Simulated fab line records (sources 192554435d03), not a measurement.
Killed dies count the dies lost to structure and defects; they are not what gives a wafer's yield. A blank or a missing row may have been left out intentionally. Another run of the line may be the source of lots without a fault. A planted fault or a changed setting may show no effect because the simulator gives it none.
fab line records | flow n5_finfet
record lots=11 | wafers=33 | last_day=19
route steps=1938 shown BEOL_M4@1111 BEOL_M8@1385 BEOL_M9@1405 PASSIVATION@1936
lots untouched by any fault: they come from a run of this same line in which no faults occurred
start_h: hours from the record's first day to the start of the lot's first wafer shown | wait_h: hours since the lot's step before | " same as the row above | L1.1+2: one row covering several wafers at once | - no value, or no start given | * or withheld: withheld | < > ~ a bound
route shown NAME@n: a module of which the file shows steps, and the number in the route of the first | usual: average and standard deviation across the fault-free wafers | same: alike in all rows | chamber/n: place in a boat | sites: per-site readings | _std_site: their standard deviation | _edge_site: the outer-site mean with the inner-site mean subtracted | radius_mm: for every site, how far away it sits from the centre of the wafer | mask NAME#n: copy n | behind: the tool/chamber that last shaped the wafer | hold: cause of the lot's hold/its duration in hours/its outcome | device: names the non-switching transistor (n, p or np) | end of line: tests run on the same wafers once the route is complete | where a step has no rows: the recipe by itself | killed: not the wafer's yield, but the dies lost to structure and defects at the first sort | map: dies across one wafer; x = killed, . = not, _ = none there
set.NAME: the setting the step ran with; set.NAME@STEP: the setting that earlier step ran with | model.NAME: the simulator's own value behind a step, which no gauge read
the route's steps for a sample of lots (tables are steps, rows are wafers)
services: the hour from which a tool's chamber was out of use, counted from the record's first day as start_h (under 0 if before that day), plus the number of hours and why
## steps
# step N5_BEOL_M4_RC_MEAS_101
# usual DIBL_N=36.0/1.7 | DIBL_P=36.2/1.9 | IOFF_N=0.154/0.028 | IOFF_P=0.21/0.036 | ION_N=675/11 | ION_P=463/8.3 | SS_N=71.4/0.63 | SS_P=73.2/0.55 | VT_N=250.2/3 | VT_P=-251/3.7
lot.wafer | tool      | chamber | start_h | wait_h | DIBL_N[mV/V] | DIBL_P[mV/V] | IOFF_N[nA/um] | IOFF_P[nA/um] | ION_N[uA/um] | ION_P[uA/um] | SS_N[mV/dec] | SS_P[mV/dec] | VT_N[mV] | VT_P[mV]
L650.1    | prober-01 | 0       | 262.57  | 0.0    | 38.5         | 40.8         | 0.191         | 0.23          | 689          | 469          | 71.7         | 73.7         | 247.8    | -248
L650.4    | "         | 0       | "       | "      | 34.9         | 36.2         | 0.124         | 0.17          | 654          | 455          | 71.2         | 73.0         | 255.7    | -254
L650.6    | "         | 0       | "       | "      | 37.2         | 39.1         | 0.178         | 0.20          | 700          | 465          | 71.2         | 74.1         | 246.3    | -252
L651.2    | prober-02 | 0       | 264.84  | 0.2    | 34.7         | 35.6         | 0.134         | 0.18          | 666          | 460          | 71.4         | 72.7         | 252.2    | -252
L651.4    | "         | 0       | "       | "      | 35.7         | 36.4         | 0.155         | 0.20          | 679          | 461          | 71.4         | 72.8         | 248.9    | -251
L651.5    | "         | 0       | "       | "      | 35.7         | 36.5         | 0.146         | 0.19          | 674          | 465          | 71.2         | 72.5         | 249.6    | -251
L652.1    | prober-01 | 0       | 269.35  | 0.0    | 36.9         | 37.4         | 0.154         | 0.20          | 673          | 455          | 71.7         | 73.4         | 252.1    | -252
L652.2    | "         | 0       | "       | "      | 35.5         | 35.5         | 0.126         | 0.18          | 660          | 455          | 72.1         | 72.6         | 252.8    | -252
L652.6    | "         | 0       | "       | "      | 36.7         | 36.4         | 0.142         | 0.18          | 670          | 455          | 71.4         | 73.1         | 250.3    | -254
L653.1    | prober-01 | 0       | 276.31  | 0.0    | 32.5         | 32.9         | 0.102         | 0.15          | 657          | 452          | 70.8         | 71.7         | 255.7    | -254
L653.3    | "         | 0       | "       | "      | 35.8         | 37.7         | 0.158         | 0.21          | 673          | 465          | 71.1         | 73.0         | 249.3    | -248
L653.4    | "         | 0       | "       | "      | 33.1         | 34.8         | 0.113         | 0.17          | 662          | 463          | 70.6         | 72.3         | 252.1    | -254
L654.2    | prober-02 | 0       | 282.07  | 0.2    | 35.3         | 34.8         | 0.139         | 0.19          | 680          | 463          | 71.2         | 73.5         | 248.6    | -253
L654.3    | "         | 0       | "       | "      | 37.6         | 36.5         | 0.168         | 0.21          | 674          | 459          | 72.3         | 73.3         | 250.2    | -250
L654.6    | "         | 0       | "       | "      | 35.9         | 35.5         | 0.142         | 0.19          | 670          | 453          | 71.2         | 73.5         | 251.0    | -254
L661.2    | prober-01 | 0       | 316.01  | 0.2    | 35.8         | 35.0         | 0.147         | 0.18          | 667          | 456          | 71.2         | 73.4         | 253.0    | -254
L661.4    | "         | 0       | "       | "      | 34.4         | 34.3         | 0.138         | 0.18          | 684          | 466          | 71.4         | 73.2         | 249.5    | -255
L661.6    | "         | 0       | "       | "      | 33.4         | 32.6         | 0.119         | 0.16          | 667          | 449          | 71.3         | 72.6         | 257.5    | -255
L663.1    | prober-02 | 0       | 339.42  | 0.0    | 37.2         | 37.0         | 0.177         | 0.23          | 681          | 468          | 71.8         | 73.7         | 250.5    | -249
L663.2    | "         | 0       | "       | "      | 39.3         | 38.5         | 0.221         | 0.26          | 682          | 466          | 72.9         | 73.6         | 246.6    | -246
L663.4    | "         | 0       | "       | "      | 36.8         | 36.7         | 0.175         | 0.24          | 687          | 474          | 70.9         | 74.0         | 247.1    | -248
L664.2    | prober-01 | 0       | 340.00  | 0.2    | 35.2         | 32.4         | 0.128         | 0.17          | 662          | 459          | 70.8         | 72.1         | 256.1    | -253
L664.4    | "         | 0       | "       | "      | 33.8         | 32.5         | 0.107         | 0.17          | 669          | 462          | 70.2         | 72.8         | 258.0    | -255
L664.6    | "         | 0       | "       | "      | 36.6         | 35.7         | 0.150         | 0.22          | 673          | 466          | 71.1         | 72.9         | 251.3    | -248
L665.1    | prober-01 | 0       | 342.37  | 0.0    | 35.8         | 35.9         | 0.150         | 0.18          | 663          | 453          | 71.1         | 72.5         | 251.4    | -251
L665.3    | "         | 0       | "       | "      | 36.0         | 36.7         | 0.158         | 0.20          | 665          | 462          | 71.2         | 72.8         | 247.5    | -249
L665.4    | "         | 0       | "       | "      | 39.1         | 38.8         | 0.214         | 0.23          | 697          | 468          | 71.9         | 73.2         | 244.7    | -251
L667.2    | prober-01 | 0       | 344.31  | 0.2    | 36.7         | 35.6         | 0.158         | 0.24          | 666          | 465          | 71.5         | 73.4         | 252.7    | -247
L667.5    | "         | 0       | "       | "      | 37.2         | 37.2         | 0.174         | 0.26          | 677          | 471          | 71.2         | 73.7         | 247.7    | -243
L667.6    | "         | 0       | "       | "      | 36.0         | 34.8         | 0.164         | 0.23          | 686          | 477          | 71.5         | 73.0         | 248.4    | -247
L668.1    | prober-02 | 0       | 347.04  | 0.0    | 36.1         | 36.9         | 0.145         | 0.21          | 660          | 455          | 71.4         | 73.0         | 253.2    | -253
L668.5    | "         | 0       | "       | "      | 35.9         | 34.8         | 0.148         | 0.19          | 662          | 456          | 71.4         | 72.7         | 252.0    | -252
L668.6    | "         | 0       | "       | "      | 37.9         | 39.6         | 0.192         | 0.25          | 697          | 471          | 72.3         | 73.9         | 247.7    | -249
# step N5_BEOL_M8_CD_MEAS_35
# recipe target_cd_nm=40 | polarity=opening
# usual cd_nm=40.1/0.58
lot.wafer | tool      | chamber | start_h | wait_h | cd_nm
L650.1    | cd_sem-01 | -       | 295.75  | 0.0    | 40.6
L650.4    | "         | -       | "       | "      | 40.9
L650.6    | "         | -       | "       | "      | 40.4
L651.2    | cd_sem-03 | -       | 299.36  | 0.0    | 40.5
L651.4    | "         | -       | "       | "      | 40.7
L651.5    | "         | -       | "       | "      | 40.2
L652.1    | cd_sem-02 | -       | 306.14  | 0.0    | 41.0
L652.2    | "         | -       | "       | "      | 41.1
L652.6    | "         | -       | "       | "      | 39.9
L653.1    | cd_sem-03 | -       | 315.01  | 0.0    | 40.2
L653.3    | "         | -       | "       | "      | 40.2
L653.4    | "         | -       | "       | "      | 40.2
L654.2    | cd_sem-01 | -       | 322.31  | 0.0    | 39.7
L654.3    | "         | -       | "       | "      | 39.5
L654.6    | "         | -       | "       | "      | 40.4
L661.2    | cd_sem-03 | -       | 356.40  | 0.0    | 39.7
L661.4    | "         | -       | "       | "      | 39.9
L661.6    | "         | -       | "       | "      | 39.8
L663.1    | cd_sem-03 | -       | 378.58  | 0.0    | 40.8
L663.2    | "         | -       | "       | "      | 40.6
L663.4    | "         | -       | "       | "      | 38.4
L665.1    | cd_sem-03 | -       | 378.86  | 0.0    | 40.5
L665.3    | "         | -       | "       | "      | 39.7
L665.4    | "         | -       | "       | "      | 40.4
L664.2    | cd_sem-02 | -       | 378.99  | 0.0    | 40.9
L664.4    | "         | -       | "       | "      | 40.3
L664.6    | "         | -       | "       | "      | 40.2
L667.2    | cd_sem-03 | -       | 384.13  | 0.0    | 39.5
L667.5    | "         | -       | "       | "      | 39.6
L667.6    | "         | -       | "       | "      | 39.7
L668.1    | cd_sem-01 | -       | 388.14  | 0.0    | 40.1
L668.5    | "         | -       | "       | "      | 40.9
L668.6    | "         | -       | "       | "      | 39.9
# step N5_BEOL_M8_ECD_50
# recipe material=Cu | target_thk_a=3000
lot.wafer  | tool      | chamber | start_h | wait_h
L650.1+4+6 | ecd_cu-01 | 1,1,0   | 298.97  | 0.1
L651.2+4+5 | ecd_cu-01 | 0,1,0   | 301.19  | 0.1
L652.1+2+6 | ecd_cu-02 | 1,0,1   | 310.26  | 0.1
L653.1+3+4 | ecd_cu-02 | 1,1,0   | 317.26  | 0.1
L654.2+3+6 | ecd_cu-02 | 1       | 325.53  | 0.1
L661.2+4+6 | ecd_cu-02 | 0       | 358.37  | 0.1
L663.1+2+4 | ecd_cu-02 | 0,1,1   | 379.95  | 0.1
L665.1+3+4 | ecd_cu-02 | 0,1,0   | 380.69  | 0.1
L664.2+4+6 | ecd_cu-01 | 1,1,0   | 380.73  | 0.1
L667.2+5+6 | ecd_cu-02 | 0,1,0   | 385.69  | 0.1
L668.1+5+6 | ecd_cu-02 | 1,1,0   | 389.43  | 0.1
# step N5_BEOL_M8_CMP_52
# recipe stop_on=SiCOH_lowk | t_overpolish_s=6.9 | down_force_psi=1 | platen_rpm=50 | clearing_platen_down_force_psi=1.5 | clearing_platen_rpm=50 | post_cmp_clean=cu_alkaline | target_thk_nm=80 | clearing_platen_pad_velocity_m_s=0.99484 | pad_velocity_m_s=0.99484
# usual clearing_platen_rpm=50.00/0.031 | motor_current_A=6.2/0.36 | retaining_ring_pressure_frac=1.000/0.0059 | time_to_endpoint_s=61/3.1
lot.wafer | tool   | chamber | start_h | wait_h | clearing_platen_rpm | motor_current_A | retaining_ring_pressure_frac | time_to_endpoint_s
L650.4    | cmp-03 | 0       | 299.53  | 0.1    | 50.04               | 5.2             | 1.010                        | 68
L650.1    | "      | 3       | "       | "      | 49.99               | 6.5             | 1.003                        | 65
L650.6    | "      | 0       | "       | "      | 50.01               | 5.8             | 0.999                        | 67
L651.2    | cmp-01 | 1       | 301.62  | 0.2    | 49.98               | 6.1             | 0.994                        | 61
L651.4    | "      | 3       | "       | "      | 49.96               | 5.9             | 1.001                        | 61
L651.5    | "      | 0       | "       | "      | 50.01               | 6.3             | 1.008                        | 61
L652.2    | cmp-01 | 1       | 311.21  | 0.5    | 49.96               | 5.5             | 0.989                        | 0
L652.1    | "      | 2       | "       | "      | 50.01               | 6.4             | 0.999                        | 1
L652.6    | "      | 3       | "       | "      | 50.00               | 6.2             | 0.996                        | 4
L653.3    | cmp-03 | 2       | 317.80  | 0.2    | 50.01               | 6.3             | 1.007                        | 1
L653.4    | "      | 3       | "       | "      | 50.00               | 6.4             | 1.002                        | 3
L653.1    | "      | 0       | "       | "      | 50.01               | 5.5             | 1.006                        | 3
L654.3    | cmp-01 | 1       | 326.22  | 0.3    | 49.99               | 5.9             | 1.003                        | 2
L654.2    | "      | 3       | "       | "      | 49.98               | 5.7             | 0.998                        | 7
L654.6    | "      | 2       | "       | "      | 49.95               | 6.0             | 0.994                        | 2
L661.4    | cmp-02 | 2       | 358.80  | 0.2    | 50.02               | 6.4             | 0.999                        | 62
L661.2    | "      | 0       | "       | "      | 49.99               | 5.7             | 0.995                        | 55
L661.6    | "      | 2       | "       | "      | 49.95               | 6.8             | 0.994                        | 61
L663.1    | cmp-03 | 0       | 380.56  | 0.3    | 49.99               | 5.7             | 1.003                        | 64
L663.4    | "      | 1       | "       | "      | 50.02               | 6.2             | 1.005                        | 59
L663.2    | "      | 3       | "       | "      | 50.00               | 6.2             | 0.986                        | 62
L665.3    | cmp-03 | 2       | 381.26  | 0.3    | 50.02               | 6.3             | 1.005                        | 58
L665.1    | "      | 3       | "       | "      | 50.02               | 6.2             | 0.999                        | 55
L665.4    | "      | 0       | "       | "      | 49.97               | 5.6             | 1.006                        | 60
L664.2    | cmp-02 | 0       | 381.44  | 0.4    | 49.99               | 6.1             | 1.013                        | 57
L664.4    | "      | 1       | "       | "      | 50.01               | 5.9             | 0.994                        | 59
L664.6    | "      | 3       | "       | "      | 50.00               | 6.4             | 1.002                        | 58
L667.2    | cmp-02 | 2       | 386.41  | 0.2    | 49.93               | 6.5             | 0.999                        | 63
L667.6    | "      | 2       | "       | "      | 49.99               | 6.9             | 1.010                        | 65
L667.5    | "      | 3       | "       | "      | 50.01               | 6.3             | 0.997                        | 61
L668.1    | cmp-01 | 1       | 390.00  | 0.3    | 49.99               | 6.1             | 0.991                        | 63
L668.5    | "      | 1       | "       | "      | 50.02               | 6.1             | 0.996                        | 59
L668.6    | "      | 2       | "       | "      | 49.93               | 6.6             | 1.004                        | 64
# step N5_BEOL_M9_HM_DEP_02
# recipe material=TiN | target_thk_a=200 | temp_c=25 | chamber_pressure_pa=0.49996
# usual throttle_valve_pct=30.2/0.75
lot.wafer | tool           | chamber | start_h | wait_h | throttle_valve_pct
L650.1    | pvd_sputter-03 | -       | 302.42  | 1.8    | 29.7
L650.4    | "              | -       | "       | "      | 29.8
L650.6    | "              | -       | "       | "      | 31.2
L651.2    | pvd_sputter-02 | -       | 302.78  | 0.1    | 30.1
L651.4    | "              | -       | "       | "      | 31.2
L651.5    | "              | -       | "       | "      | 30.5
L661.2    | pvd_sputter-02 | -       | 360.99  | 1.1    | 30.3
L661.4    | "              | -       | "       | "      | 29.2
L661.6    | "              | -       | "       | "      | 30.5
L663.1    | pvd_sputter-02 | -       | 381.74  | 0.0    | 30.2
L663.2    | "              | -       | "       | "      | 30.5
L663.4    | "              | -       | "       | "      | 29.0
L665.1    | pvd_sputter-01 | -       | 383.96  | 1.5    | 31.3
L665.3    | "              | -       | "       | "      | 29.5
L665.4    | "              | -       | "       | "      | 29.4
L664.2    | pvd_sputter-01 | -       | 384.06  | 1.1    | 29.6
L664.4    | "              | -       | "       | "      | 29.5
L664.6    | "              | -       | "       | "      | 29.0
L667.2    | pvd_sputter-03 | -       | 388.46  | 0.9    | 30.9
L667.5    | "              | -       | "       | "      | 30.3
L667.6    | "              | -       | "       | "      | 29.6
L668.1    | pvd_sputter-02 | -       | 393.10  | 1.9    | 31.3
L668.5    | "              | -       | "       | "      | 30.6
L668.6    | "              | -       | "       | "      | 31.1
# step N5_PASSIVATION_PROBE_49
# usual defect_limited_yield=90.9/1.4 | killed_at_M0_to_M3=38/11 | killed_at_M4_up=13/5.9 | killed_at_contacts=14/6.4 | killed_at_front_end=38/11 | killed_at_other=3.3/2.5 | killed_dies=107/16 | killed_on_rim=14/3.6 | killed_open=70/12 | killed_short=35/7.7 | sort_bin_5_function=5.3/0.94 | sort_bin_6_memory=3.5/0.7 | sort_n_pass=1073/16 | sort_yield_pct=90.9/1.4
# same gross_dies=1180 | killed_at_back_side=0 | sort_bin_4_leakage[%]=0 | sort_bin_8_speed[%]=0
lot.wafer | tool      | chamber | start_h | wait_h | defect_limited_yield[%] | killed_at_M0_to_M3 | killed_at_M4_up | killed_at_contacts | killed_at_front_end | killed_at_other | killed_dies | killed_on_rim | killed_open | killed_short | sort_bin_5_function[%] | sort_bin_6_memory[%] | sort_n_pass | sort_yield_pct[%]
L652.1    | prober-02 | -       | 381.80  | 0.0    | 0                       | 25                 | 1107            | 11                 | 35                  | 2               | 1180        | 152           | 61          | 30           | 97.3                   | 2.5                  | 0           | 0
L652.2    | prober-02 | -       | 381.85  | 0.1    | 0                       | 38                 | 1097            | 7                  | 37                  | 1               | 1180        | 152           | 66          | 28           | 97.3                   | 2.3                  | 0           | 0
L652.6    | prober-02 | -       | 382.05  | 0.3    | 0                       | 39                 | 1075            | 6                  | 57                  | 3               | 1180        | 152           | 91          | 40           | 95.8                   | 4.0                  | 0           | 0
L653.1    | prober-01 | -       | 395.12  | 0.0    | 0                       | 48                 | 1091            | 9                  | 23                  | 9               | 1180        | 152           | 63          | 40           | 96.2                   | 3.5                  | 0           | 0
L653.3    | prober-01 | -       | 395.22  | 0.1    | 0                       | 46                 | 1081            | 13                 | 37                  | 3               | 1180        | 152           | 86          | 26           | 96.6                   | 3.3                  | 0           | 0
L653.4    | prober-01 | -       | 395.27  | 0.2    | 0                       | 33                 | 1107            | 9                  | 28                  | 3               | 1180        | 152           | 52          | 36           | 96.6                   | 3.1                  | 0           | 0
L654.2    | prober-02 | -       | 395.85  | 0.1    | 0                       | 40                 | 1086            | 14                 | 38                  | 2               | 1180        | 152           | 79          | 31           | 96.4                   | 3.4                  | 0           | 0
L654.3    | prober-02 | -       | 395.90  | 0.1    | 0                       | 30                 | 1110            | 10                 | 25                  | 5               | 1180        | 152           | 76          | 19           | 96.6                   | 3.2                  | 0           | 0
L654.6    | prober-02 | -       | 396.05  | 0.3    | 0                       | 38                 | 1086            | 15                 | 37                  | 4               | 1180        | 152           | 91          | 31           | 95.2                   | 4.6                  | 0           | 0
# killed by level:class
L652.1 BEOL_M8:area_ecd=1089 STI_FIN_REVEAL:geometric_particle:open=13 MOL_CONTACT_COAG:geometric_particle:open=10 BEOL_M4:geometric_particle:open=9 BEOL_M0_SAQP:geometric_particle:short=8 FIN_SAQP:geometric_particle:open=7 GATE_CUT:geometric_particle:short=6 BEOL_M0_SAQP:geometric_particle:open=4
L652.2 BEOL_M8:area_ecd=1086 FIN_SAQP:geometric_particle:open=7 BEOL_M0_SAQP:geometric_particle:short=7 BEOL_M1:geometric_particle:open=7 BEOL_M3:geometric_particle:open=7 STI_FIN_REVEAL:geometric_particle:open=6 MOL_CONTACT_COAG:geometric_particle:open=6 BEOL_M1:geometric_particle:short=6
L652.6 BEOL_M8:area_ecd=1049 FIN_SAQP:geometric_particle:open=24 BEOL_M4:geometric_particle:open=12 BEOL_M0_SAQP:geometric_particle:short=8 BEOL_M1:geometric_particle:open=8 FIN_SAQP:geometric_particle:short=7 BEOL_M0_SAQP:geometric_particle:open=6 MOL_CONTACT_COAG:geometric_particle:open=5
L653.1 BEOL_M8:area_ecd=1076 BEOL_M0_SAQP:geometric_particle:short=11 BEOL_M2:geometric_particle:open=10 BEOL_M3:geometric_particle:open=10 MOL_CONTACT_COAG:geometric_particle:open=8 BEOL_M4:geometric_particle:open=6 FIN_SAQP:geometric_particle:open=5 GATE_CUT:geometric_particle:short=5
L653.3 BEOL_M8:area_ecd=1067 BEOL_M2:geometric_particle:open=13 BEOL_M3:geometric_particle:open=13 MOL_CONTACT_COAG:geometric_particle:open=12 BEOL_M4:geometric_particle:open=8 DUMMY_GATE:geometric_particle:open=7 STI_FIN_REVEAL:geometric_particle:open=6 GATE_CUT:geometric_particle:short=5
L653.4 BEOL_M8:area_ecd=1090 BEOL_M0_SAQP:geometric_particle:short=9 BEOL_M3:geometric_particle:open=8 BEOL_M2:geometric_particle:open=7 MOL_CONTACT_COAG:geometric_particle:open=5 BEOL_M5:geometric_particle:open=5 FIN_SAQP:geometric_particle:short=4 MOL_CONTACT_COAG:geometric_particle:short=4
L654.2 BEOL_M8:area_ecd=1070 FIN_SAQP:geometric_particle:open=11 MOL_CONTACT_COAG:geometric_particle:open=11 BEOL_M1:geometric_particle:open=11 BEOL_M4:geometric_particle:open=10 FIN_SAQP:geometric_particle:short=7 DUMMY_GATE:geometric_particle:open=7 BEOL_M0_SAQP:geometric_particle:open=7
L654.3 BEOL_M8:area_ecd=1085 BEOL_M4:geometric_particle:open=15 BEOL_M1:geometric_particle:open=9 FIN_SAQP:geometric_particle:open=8 MOL_CONTACT_COAG:geometric_particle:open=7 BEOL_M3:geometric_particle:open=6 BEOL_M2:geometric_particle:open=5 STI_FIN_REVEAL:geometric_particle:open=4
L654.6 BEOL_M8:area_ecd=1058 BEOL_M4:geometric_particle:open=18 BEOL_M0_SAQP:geometric_particle:open=14 MOL_CONTACT_COAG:geometric_particle:open=11 FIN_SAQP:geometric_particle:open=9 BEOL_M0_SAQP:geometric_particle:short=8 FIN_SAQP:geometric_particle:short=7 DUMMY_GATE:geometric_particle:open=6
## services
tool      | chamber | start_h | hours | kind
cmp-02    | -       | 308.14  | 9.1   | pm
ecd_cu-02 | -       | 322.22  | 2.3   | repair
cmp-01    | -       | 353.80  | 0.7   | repair
cmp-02    | -       | 361.68  | 5.7   | pm
cmp-03    | -       | 362.10  | 4.8   | pm
cmp-03    | -       | 370.14  | 4.0   | pm
cmp-03    | -       | 374.14  | -     | consumable_replace:conditioner
cmp-03    | -       | 374.14  | -     | consumable_replace:pad
cmp-01    | -       | 378.88  | 4.9   | pm
cmp-03    | -       | 384.58  | 9.7   | pm
## key
first_sign step=N5_BEOL_M8_CMP_52 | reading=time_to_endpoint_s | direction=down | sigmas=19 | usual=* | struck=*
effect step=N5_PASSIVATION_PROBE_49 | reading=killed_at_M4_up | direction=up | sigmas=99+ | usual=13 | struck=1093
more_kills_born_at N5_BEOL_M8_ECD_50@ecd_cu-02=9670
met_at N5_BEOL_M8_ECD_50
struck_lots L652,L653,L654
later_rows_left_out L652.1,L652.2,L652.6,L653.1,L653.3,L653.4,L654.2,L654.3,L654.6
not_acting_at N5_BEOL_M8_CD_MEAS_35,N5_BEOL_M9_HM_DEP_02
fault kind=skipped_step_whole | tool=ecd_cu-02 | chamber=- | onset_h=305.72 | steps=N5_BEOL_M8_ECD_50 | scope=struck_lots_only
# later_rows_left_out: the simulator's readings of these wafers behind a module that went badly wrong aren't trusted and aren't shown, but for the sort
